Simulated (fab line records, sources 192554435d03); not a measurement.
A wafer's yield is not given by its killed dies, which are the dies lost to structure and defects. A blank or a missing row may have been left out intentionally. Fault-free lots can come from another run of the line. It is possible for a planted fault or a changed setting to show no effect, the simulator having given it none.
Chamber matching || flow n5_finfet || pecvd-04 running N5_BEOL_M1_DEP_57: 3 sister chambers
The step deposits SiCN from 3MS/NH3, target thk 8 nm, time 14 s. 14 wafers are shown with their chamber, then 7 later ones without.

## WAFERS PAIRED WITH THEIR CHAMBERS
{"wafer": "L080.1", "chamber": 1, "throttle_valve_pct (%)": 9.3, "showerhead_plenum_p_Torr (Torr)": 3.683}
{"wafer": "L080.3", "chamber": 2, "throttle_valve_pct (%)": 8.7, "showerhead_plenum_p_Torr (Torr)": 3.672}
{"wafer": "L080.5", "chamber": 1, "throttle_valve_pct (%)": 9.2, "showerhead_plenum_p_Torr (Torr)": 3.676}
{"wafer": "L083.3", "chamber": 0, "throttle_valve_pct (%)": 8.5, "showerhead_plenum_p_Torr (Torr)": 3.661}
{"wafer": "L083.4", "chamber": 1, "throttle_valve_pct (%)": 9.4, "showerhead_plenum_p_Torr (Torr)": 3.678}
{"wafer": "L083.5", "chamber": 0, "throttle_valve_pct (%)": 8.5, "showerhead_plenum_p_Torr (Torr)": 3.663}
{"wafer": "L087.1", "chamber": 1, "throttle_valve_pct (%)": 9.9, "showerhead_plenum_p_Torr (Torr)": 3.670}
{"wafer": "L087.4", "chamber": 1, "throttle_valve_pct (%)": 9.3, "showerhead_plenum_p_Torr (Torr)": 3.678}
{"wafer": "L087.5", "chamber": 0, "throttle_valve_pct (%)": 8.4, "showerhead_plenum_p_Torr (Torr)": 3.670}
{"wafer": "L088.2", "chamber": 0, "throttle_valve_pct (%)": 8.5, "showerhead_plenum_p_Torr (Torr)": 3.660}
{"wafer": "L088.5", "chamber": 1, "throttle_valve_pct (%)": 9.6, "showerhead_plenum_p_Torr (Torr)": 3.675}
{"wafer": "L088.6", "chamber": 0, "throttle_valve_pct (%)": 8.6, "showerhead_plenum_p_Torr (Torr)": 3.667}
{"wafer": "L090.1", "chamber": 1, "throttle_valve_pct (%)": 9.5, "showerhead_plenum_p_Torr (Torr)": 3.674}
{"wafer": "L090.2", "chamber": 0, "throttle_valve_pct (%)": 8.3, "showerhead_plenum_p_Torr (Torr)": 3.662}

SIGNATURES, as means of the wafers listed above
{"reading": "throttle_valve_pct", "chamber 0": 8.467, "chamber 1": 9.457, "chamber 2": 8.700, "scatter within a chamber": 0.188}
{"reading": "showerhead_plenum_p_Torr", "chamber 0": 3.66383, "chamber 1": 3.67629, "chamber 2": 3.67200, "scatter within a chamber": 0.00396}
Rule: for a wafer and a chamber, the distance is found by dividing, reading by reading, the gap between the wafer's reading and the chamber's mean by the reading's scatter, squaring, summing and taking the root. If the next closest chamber is less than 2 further off than the closest, the wafer can't be placed; otherwise it belongs to the closest. The scatter: the root of (the sum of the squares of (reading less its chamber's mean) over the shown wafers, divided by (wafers less chambers)).

## WAFERS WHOSE CHAMBER IS MISSING
{"wafer": "L090.6", "throttle_valve_pct (%)": 8.5, "showerhead_plenum_p_Torr (Torr)": 3.662}
{"wafer": "L094.1", "throttle_valve_pct (%)": 8.1, "showerhead_plenum_p_Torr (Torr)": 3.668}
{"wafer": "L094.5", "throttle_valve_pct (%)": 8.5, "showerhead_plenum_p_Torr (Torr)": 3.665}
{"wafer": "L094.6", "throttle_valve_pct (%)": 8.3, "showerhead_plenum_p_Torr (Torr)": 3.675}
{"wafer": "L097.1", "throttle_valve_pct (%)": 8.2, "showerhead_plenum_p_Torr (Torr)": 3.656}
{"wafer": "L097.3", "throttle_valve_pct (%)": 9.4, "showerhead_plenum_p_Torr (Torr)": 3.682}
{"wafer": "L097.5", "throttle_valve_pct (%)": 8.6, "showerhead_plenum_p_Torr (Torr)": 3.660}

## CHAMBER TAKEN BY EACH
{"wafer": "L090.6", "from the rows above": 0, "in truth": 0}
{"wafer": "L094.1", "from the rows above": "can't be placed: 0 or 2", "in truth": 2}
{"wafer": "L094.5", "from the rows above": "can't be placed: 0 or 2", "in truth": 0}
{"wafer": "L094.6", "from the rows above": "can't be placed: 2 or 0", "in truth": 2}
{"wafer": "L097.1", "from the rows above": 0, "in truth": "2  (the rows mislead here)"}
{"wafer": "L097.3", "from the rows above": 1, "in truth": 1}
{"wafer": "L097.5", "from the rows above": "can't be placed: 0 or 2", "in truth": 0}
Correctly placed: 2 of 7. Can't be placed from these rows: 4 (the true chamber is among the candidates in 4). Placed wrongly: 1.
